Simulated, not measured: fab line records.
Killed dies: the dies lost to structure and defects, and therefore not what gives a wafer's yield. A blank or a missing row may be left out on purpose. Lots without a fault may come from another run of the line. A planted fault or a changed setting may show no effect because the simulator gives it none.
Which of the tools did it? -- flow nandHarc -- 36 wafers from 12 lots sampled at 6 of the route's 1302 steps

WHAT THE GAUGES READ, wafer by wafer
NHARC_P_STI_OCD_MEAS_43. Usual: trenchDepthNm 300 nm, standard deviation 6.5; trenchFootCdNm 155.9 nm, standard deviation 2.9.
lot,measured,on,trenchDepthNm (nm),trenchFootCdNm (nm),flag
L204,day 4 03:10,ocd-02,309 286 296,150.3 155.4 155.6,
L205,day 4 13:17,ocd-01,296 293 301,159.5 160.1 152.7,
L206,day 4 21:27,ocd-02,303 302 298,151.9 152.3 153.0,
L207,day 5 11:13,ocd-01,306 302 304,151.6 156.0 154.6,
L208,day 5 17:54,ocd-02,300 299 302,159.3 155.7 158.8,
L211,day 7 01:59,ocd-01,298 289 302,153.9 152.7 150.7,
L213,day 7 20:16,ocd-01,299 297 300,153.6 157.2 156.1,
L214,day 8 06:02,ocd-02,307 286 300,155.3 152.3 154.2,
L221,day 11 04:25,ocd-02,301 305 293,158.1 159.3 154.4,
L222,day 11 16:02,ocd-02,297 293 295,156.1 158.7 158.0,
L223,day 12 00:11,ocd-01,304 307 305,156.7 150.7 152.5,
L224,day 12 09:10,ocd-02,310 288 288,152.6 160.1 157.1,

NHARC_P_GATE_CD_MEAS_26: the cd target is 120 nm. Usual: cdNm at 120.0 nm, with a standard deviation of 0.97.
lot,measured,on,cdNm (nm),flag
L204,day 6 08:53,cdSem-03,120.1 121.4 121.5,
L205,day 6 13:55,cdSem-01,121.4 120.9 121.5,
L206,day 6 22:47,cdSem-03,119.1 120.6 120.1,
L207,day 7 12:07,cdSem-01,119.3 119.6 120.0,
L208,day 7 19:01,cdSem-03,120.6 120.9 120.5,
L211,day 9 05:08,cdSem-03,120.3 120.9 119.9,
L213,day 10 00:37,cdSem-01,120.3 121.1 121.1,
L214,day 10 09:28,cdSem-03,120.7 119.8 119.8,
L221,day 13 08:44,cdSem-03,121.0 120.4 120.0,
L222,day 14 02:15,cdSem-02,120.3 121.2 120.2,
L223,day 14 05:27,cdSem-03,119.9 118.4 120.0,
L224,day 14 12:15,cdSem-02,118.3 118.9 118.8,

NHARC_P_GATE_INSPECT_28. Usual: rawDefectCount at 6.1, with a standard deviation of 2.8.
lot,measured,on,rawDefectCount,flag
L204,day 6 09:01,defectInspect-01,5 8 6,
L205,day 6 14:02,defectInspect-01,5 1 10,
L206,day 6 22:55,defectInspect-02,4 5 8,
L207,day 7 12:14,defectInspect-01,2 5 5,
L208,day 7 19:08,defectInspect-01,8 7 11,
L211,day 9 05:16,defectInspect-01,5 3 4,
L213,day 10 00:44,defectInspect-02,57 43 48,OFF
L214,day 10 09:36,defectInspect-02,45 6 3,OFF
L221,day 13 08:52,defectInspect-01,2 2 6,
L222,day 14 02:23,defectInspect-02,8 9 10,
L223,day 14 05:35,defectInspect-02,11 4 8,
L224,day 14 12:22,defectInspect-02,8 1 8,

NHARC_END_SORT_01. Usual: killedAtArray 63, standard deviation 27; killedAtOther 0.7, standard deviation 1.2; killedAtPeriphery 3.1, standard deviation 2; killedDies 67, standard deviation 28; killedOpen 3.0, standard deviation 1.9; killedShort 2.2, standard deviation 1.5.
lot,measured,on,killedAtArray,killedAtOther,killedAtPeriphery,killedDies,killedOpen,killedShort,flag
L213,day 28 22:23,prober-02,29 24 37,3 0 0,37 30 31,69 54 68,2 1 3,2 2 5,OFF
L214,day 30 03:15,prober-01,34 37 36,0 1 1,25 1 4,59 39 41,2 3 2,2 2 2,OFF

TOOL THAT RAN EACH LOT (tool first, then ch and the chambers of the sampled wafers, then the start)
lot,NHARC_P_GATE_DEP_103,NHARC_P_GATE_ETCH_114
L204,"pecvd-01 ch 0,1, day 6 08:11","rieDiel-10 ch 0,1,2, no start"
L205,"pecvd-04 ch 0,1, day 6 13:14","rieDiel-09 ch 0,2,3, no start"
L206,"pecvd-03 ch 0,2, day 6 22:08","rieDiel-10 ch 0,1,3, no start"
L207,"pecvd-01 ch 0,1, day 7 11:26","rieDiel-08 ch 1,2, no start"
L208,"pecvd-04 ch 1,2, day 7 18:31","rieDiel-10 ch 0,1,3, no start"
L211,"pecvd-01 ch 0,1, day 9 04:34","rieDiel-10 ch 0,3, no start"
L213,"pecvd-01 ch 0, day 10 00:01","rieDiel-10 ch 1,2, day 28 22:23 or earlier"
L214,"pecvd-01 ch 0,1, day 10 08:49","rieDiel-08 ch 0,2, day 30 03:15 or earlier"
L221,"pecvd-03 ch 0,1,2, day 13 08:04","rieDiel-09 ch 0,2, no start"
L222,"pecvd-04 ch 0,2, day 14 01:46","rieDiel-09 ch 0,3, no start"
L223,"pecvd-04 ch 0,1,2, day 14 04:54","rieDiel-08 ch 0,3, no start"
L224,"pecvd-04 ch 0,2, day 14 11:34","rieDiel-08 ch 0,1, no start"
- NHARC_P_GATE_DEP_103: deposits SiON, target thk 30 nm.
- NHARC_P_GATE_ETCH_114: etches the open film in CF4/O2, target depth 30 nm, overetch 3 nm, time 16.5 s.

WHAT THE TOOLS THEMSELVES READ (means of the sampled wafers that have a number; where no wafer has one, the mark that the record gives instead)
NHARC_P_GATE_DEP_103. Usual: heaterPowerW at 719 W, with a standard deviation of 75.
lot,tool,heaterPowerW (W),flag
L204,pecvd-01,795,
L205,pecvd-04,666,
L206,pecvd-03,677,
L207,pecvd-01,754,
L208,pecvd-04,757,
L211,pecvd-01,718,
L213,pecvd-01,731,
L214,pecvd-01,765,
L221,pecvd-03,633,
L222,pecvd-04,725,
L223,pecvd-04,727,
L224,pecvd-04,740,

NHARC_P_GATE_ETCH_114. Usual: cf4FlowSccm 80.02 sccm (standard deviation 0.26); drypumpMotorCurrentA 5.8 A (standard deviation 0.49); o2FlowSccm 20.00 sccm (standard deviation 0.064); oesProductAu 0.999 a.u. (standard deviation 0.013); rfVppV 198.4 V (standard deviation 1.5); showerheadPlenumPTorr 1.36 Torr (standard deviation 0.065); throttleValvePct 13.397 % (standard deviation 0.01).
lot,tool,cf4FlowSccm (sccm),drypumpMotorCurrentA (A),o2FlowSccm (sccm),oesProductAu (a.u.),rfVppV (V),showerheadPlenumPTorr (Torr),throttleValvePct (%),flag
L204,rieDiel-10,79.87,5.4,19.99,1.001,197.2,1.31,13.397,
L205,rieDiel-09,79.91,6.0,20.04,0.994,198.4,1.37,13.397,
L206,rieDiel-10,80.12,5.7,19.99,1.006,197.7,1.33,13.392,
L207,rieDiel-08,80.07,6.3,20.02,1.003,198.0,1.34,13.388,
L208,rieDiel-10,80.03,5.7,19.99,1.012,197.5,1.33,13.397,
L211,rieDiel-10,79.75,5.7,20.05,1.013,198.5,1.38,13.401,
L213,rieDiel-10,80.14,5.4,19.92,1.006,196.0,1.25,13.397,
L214,rieDiel-08,80.13,5.9,20.03,1.003,198.8,1.42,13.394,
L221,rieDiel-09,80.12,6.1,19.96,0.997,198.2,1.37,13.393,
L222,rieDiel-09,79.87,5.7,20.01,0.996,198.9,1.41,13.400,
L223,rieDiel-08,80.15,6.1,20.05,0.991,200.1,1.41,13.397,
L224,rieDiel-08,80.12,5.8,19.93,0.998,197.6,1.32,13.399,

THE ANSWER, worked out from the rows above alone
Rule: a lot is off if the mean of its wafers that have a number lies more than 3 standard deviations from the usual mean. Also off: a lot with no number at a reading for which 4 or more lots have one. Any other lot the step has rows for is counted as sound. After the gauges, taken in route order, come the tools' own readings; for these a lot's mean is taken, as printed above. At the first step where some lot is off, the reading lying furthest off is the one used; lots without a number count as furthest.
Off: L213, L214 (NHARC_P_GATE_INSPECT_28, rawDefectCount).
If a tool, at a process step before that reading, ran all the lots that are off and no sound lot after the first of them, it fits. The gauges at NHARC_P_GATE_INSPECT_28 aren't tried: what is off there is off at NHARC_END_SORT_01 too, on other tools, and a gauge's error can't cause that. One candidate fits, namely pecvd-01 at NHARC_P_GATE_DEP_103. A fault onset in the window from L211 (day 9 04:34, its last sound lot) to L213 (day 10 00:01, its first lot off) fits.

WHAT HAD BEEN PUT IN BY THE SIMULATOR
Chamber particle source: pecvd-01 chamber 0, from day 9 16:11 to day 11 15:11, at NHARC_P_GATE_DEP_103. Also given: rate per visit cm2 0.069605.
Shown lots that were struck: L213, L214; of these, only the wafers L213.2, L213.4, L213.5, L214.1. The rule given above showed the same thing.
